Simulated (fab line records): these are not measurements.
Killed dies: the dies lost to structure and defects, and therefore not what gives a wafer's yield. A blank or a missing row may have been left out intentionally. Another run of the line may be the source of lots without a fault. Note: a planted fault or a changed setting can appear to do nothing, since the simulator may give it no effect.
The same fault as seen by 2 desks | flow n5-finfet | what lay behind the numbers comes last; until then each desk has only its own

## FOR THE TOOL OWNER'S DESK: litho-track-01
The tool's own readings at N5_MOL_CONTACT_COAG_COAT_62 (time 60 s, resist thk 60 nm): means of the sampled wafers that have a number, for each lot that ran on this tool. A lot is out of limits, marked OUT, if its mean lies more than 4 standard deviations from the usual mean; the brackets give that distance.
Columns: A = spin-speed-rpm at N5_MOL_CONTACT_COAG_COAT_62, usual 1499.7 rpm
lot  | first seen here | A
L366 | day 6 09:23     | 1500.0
L369 | day 7 03:43     | 1499.1
L374 | day 8 18:14     | 1449.1 (-55) OUT
L375 | day 9 00:50     | 1449.4 (-55) OUT
L376 | day 9 01:40     | 1448.5 (-56) OUT
This desk's finding: out of limits on L374, L375, L376; first on L374, day 8 18:14 (spin-speed-rpm at N5_MOL_CONTACT_COAG_COAT_62). In limits: L366, L369.

## METROLOGY DESK
What the gauges read, lot by lot, whatever tool the lot ran on: means of the sampled wafers that have a number. A lot is out of limits, marked OUT, if its mean lies more than 4 standard deviations from the usual mean; the brackets give that distance. Shown here are 7 of its 11 readings, the ones lying furthest out on some lot.
Columns: A = cd-nm at N5_MOL_CONTACT_COAG_CD_MEAS_84, usual 25.05 nm; B = IOFF_N at N5_BEOL_M4_RC_MEAS_101, usual 0.16 nA/um; C = IOFF_P at N5_BEOL_M4_RC_MEAS_101, usual 0.21 nA/um; D = ION_N at N5_BEOL_M4_RC_MEAS_101, usual 675 uA/um; E = ION_P at N5_BEOL_M4_RC_MEAS_101, usual 460 uA/um; F = VT_N at N5_BEOL_M4_RC_MEAS_101, usual 249 mV; G = VT_P at N5_BEOL_M4_RC_MEAS_101, usual -252 mV
lot  | first seen here | A     | B    | C    | D   | E   | F   | G
L363 | day 5 15:21     | 25.02 | 0.20 | 0.27 | 685 | 465 | 246 | -245
L366 | day 6 08:25     | 24.70 | 0.15 | 0.19 | 675 | 462 | 250 | -250
L369 | day 7 02:38     | 25.27 | 0.25 | 0.29 | 698 | 472 | 242 | -246
L373 | day 8 04:01     | 25.05 | 0.14 | 0.17 | 672 | 460 | 251 | -254
L374 | day 8 16:31     | 25.11 | 0.15 | 0.19 | 670 | 454 | 249 | -253
L375 | day 8 23:52     | 25.26 | 0.17 | 0.22 | 676 | 464 | 249 | -252
L376 | day 9 00:29     | 24.92 | 0.15 | 0.16 | 670 | 447 | 250 | -259
L379 | day 9 16:20     | 25.12 | 0.15 | 0.17 | 675 | 456 | 250 | -255
L380 | day 10 05:07    | 25.04 | 0.16 | 0.21 | 678 | 466 | 248 | -251
L384 | day 10 22:02    | 25.22 | 0.15 | 0.21 | 677 | 465 | 251 | -250
Result from this desk: across the 10 lots, nothing is out of limits.

## PUT TOGETHER
The tool owner's desk could have raised an alarm at day 8 18:14, on L374, L375, L376.
Metrology desk: nothing out of limits seen.
The metrology desk has L374, L375, L376 on record, within its limits.
N5_MOL_CONTACT_COAG_COAT_62 was run on litho-track-01 by each of the lots named.

## WHAT THE SIMULATOR HAD INSERTED
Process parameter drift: litho-track-01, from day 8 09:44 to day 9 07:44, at N5_MOL_CONTACT_COAG_COAT_62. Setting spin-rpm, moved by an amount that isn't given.
Shown lots that were struck: L374, L375, L376.
How many hours passed from the start of the fault until each desk's first out-of-limits reading: the tool owner's desk, 8.
